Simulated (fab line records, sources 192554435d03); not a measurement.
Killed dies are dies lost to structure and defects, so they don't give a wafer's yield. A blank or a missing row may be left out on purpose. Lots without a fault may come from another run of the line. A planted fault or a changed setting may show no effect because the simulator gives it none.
Chamber matching | flow n5_finfet | N5_BEOL_M0_CUTY_ETCH_62 on rie_diel-02: 4 sister chambers
The step etches SiARC in CF4, time 58.5 s. 4 wafers are shown with their chamber, then 10 later ones without.

WAFERS WITH THEIR CHAMBER
wafer  | chamber | showerhead_plenum_p_Torr (Torr)
L083.3 | 1       | 2.28
L089.5 | 0       | 2.21
L090.2 | 3       | 2.28
L090.4 | 2       | 2.15

WAFERS WITHOUT THEIR CHAMBER
wafer  | showerhead_plenum_p_Torr (Torr)
L090.6 | 2.27
L091.1 | 2.15
L091.5 | 2.21
L091.6 | 2.28
L092.4 | 2.27
L092.5 | 2.28
L092.6 | 2.15
L097.4 | 2.27
L097.5 | 2.27
L097.6 | 2.21

WHICH CHAMBER EACH WENT THROUGH
wafer  | from the rows above     | in truth
L090.6 | can't be placed: 1 or 3 | 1
L091.1 | 2                       | 2
L091.5 | 0                       | 0
L091.6 | can't be placed: 1 or 3 | 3
L092.4 | can't be placed: 1 or 3 | 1
L092.5 | can't be placed: 1 or 3 | 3
L092.6 | 2                       | 2
L097.4 | can't be placed: 1 or 3 | 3
L097.5 | can't be placed: 1 or 3 | 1
L097.6 | 0                       | 0
Placed correctly: 4 of 10. Can't be placed from these rows: 6 (the true chamber is among the candidates in 6). Placed wrongly: 0.
How it was worked out, from the rows above alone: a wafer's distance from a chamber is the root of the sum, over the readings, of the square of ((its reading less the chamber's mean) divided by the reading's scatter). The wafer belongs to the nearest chamber; if the next one is less than 2 further off, it can't be placed. A chamber's mean is the mean of its shown wafers. The scatter: with one shown wafer a chamber, the root of the mean of the squares of how far each hidden wafer lies from its nearest shown one.
